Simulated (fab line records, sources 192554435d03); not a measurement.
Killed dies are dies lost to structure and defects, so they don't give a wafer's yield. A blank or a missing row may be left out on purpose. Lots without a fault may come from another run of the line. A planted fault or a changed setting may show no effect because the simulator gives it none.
Problem report in the 8D (eight disciplines) form, filled by code | flow n5_finfet | the parts of the form that need people (team, actions taken, sign-off) are left out

1. THE PROBLEM
raw_defect_count at N5_SDB_INSPECT_13 reads a mean of 1276 on 6 wafers of 2 lots; wafers without a fault read 80 with a standard deviation of 41. That is +29 standard deviations from the usual mean.
The step: inspects for defects (brightfield).
First seen on wafer L436.3, day 7 21:53, on defect_inspect-01. The record holds 30 wafers of 10 lots with a number at this step. Rule for "out", or "out of limits": more than 4 standard deviations from the usual mean. The other wafers with a number count as sound.

2. WHAT IT IS AND WHAT IT IS NOT
question                    | is                                   | is not
which readings at this step | raw_defect_count                     | -
which lots                  | L436, L438                           | L425, L426, L430, L431, L432, L439, L444, L445
which wafers of those lots  | all that have a number               | -
read on which gauges        | defect_inspect-01, defect_inspect-02 | -
when                        | from day 7 21:53                     | up to then (15 sound wafers); but 9 sound wafers of L439, L444, L445 came after

3. SUSPECTS, AND WHAT RULES EACH OUT
Counting: a tool at a process step up to the reading stays a suspect if it ran every lot that is out and no sound lot after the first of them.
- the gauge at N5_SDB_INSPECT_13: ruled out. The wafers that are out were read on 2 gauges (defect_inspect-01, defect_inspect-02).
- pecvd-03 at N5_SDB_HM_DEP_00 (deposits SiNx from SiH4/NH3/N2, target thk 40 nm, time 35.3 s): kept. It ran every lot that is out, first L436 (day 7 21:31), and no sound lot after that; its last sound lot up to then is L432 (day 5 19:04).
Left after counting: pecvd-03 at N5_SDB_HM_DEP_00.

4. THE CAUSE (what the simulator had put in)
Chamber particle source: pecvd-03, from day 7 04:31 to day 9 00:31, at N5_SDB_HM_DEP_00. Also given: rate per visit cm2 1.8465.
Counting left only this tool.

5. THE CHAIN OF EFFECTS, in route order
Each row: a reading whose mean over the struck wafers that have a number lies more than 3 standard deviations from the usual. Only readings for which the record gives a usual standard deviation are gone through. hours: the time from each lot's start at the first step in this table that gives one to its start at this step, as a median over the lots. sigmas: the change in usual standard deviations.
hours | step                    | reading              | usual  | on struck wafers | change | sigmas
0     | N5_SDB_INSPECT_13       | raw_defect_count     | 80     | 1276             | +1196  | +29
205   | N5_PASSIVATION_PROBE_49 | defect_limited_yield | 91.0 % | 81.9             | -9.1   | -5.7
205   | N5_PASSIVATION_PROBE_49 | killed_at_front_end  | 41     | 159              | +118   | +9.8
205   | N5_PASSIVATION_PROBE_49 | killed_dies          | 106    | 213              | +107   | +5.6
205   | N5_PASSIVATION_PROBE_49 | sort_bin_5_function  | 5.3 %  | 10.5             | +5.2   | +5.2
205   | N5_PASSIVATION_PROBE_49 | sort_n_pass          | 1073   | 966              | -107   | -5.6
205   | N5_PASSIVATION_PROBE_49 | sort_yield_pct       | 91.0 % | 81.8             | -9.2   | -5.7
The process steps in it:
- N5_PASSIVATION_PROBE_49
Later measuring or inspecting steps at which every struck wafer that the step has a row for has a number for every such reading, and none has moved that far: N5_BEOL_M4_RC_MEAS_101.

6. WHAT WOULD HAVE CAUGHT IT SOONER
In this record the first reading out of limits at a measuring or inspecting step was taken at day 7 21:53, 17 hours after the fault began at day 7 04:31.
Of the tool readings at N5_SDB_HM_DEP_00 for which the record gives a usual standard deviation, none was out on any struck wafer, so an alarm limit of 4 standard deviations on them would not have fired.
Of the lots that are out (2), L438 began N5_SDB_HM_DEP_00 on pecvd-03 after day 7 21:53. A hold on the tool at that time would have spared it.
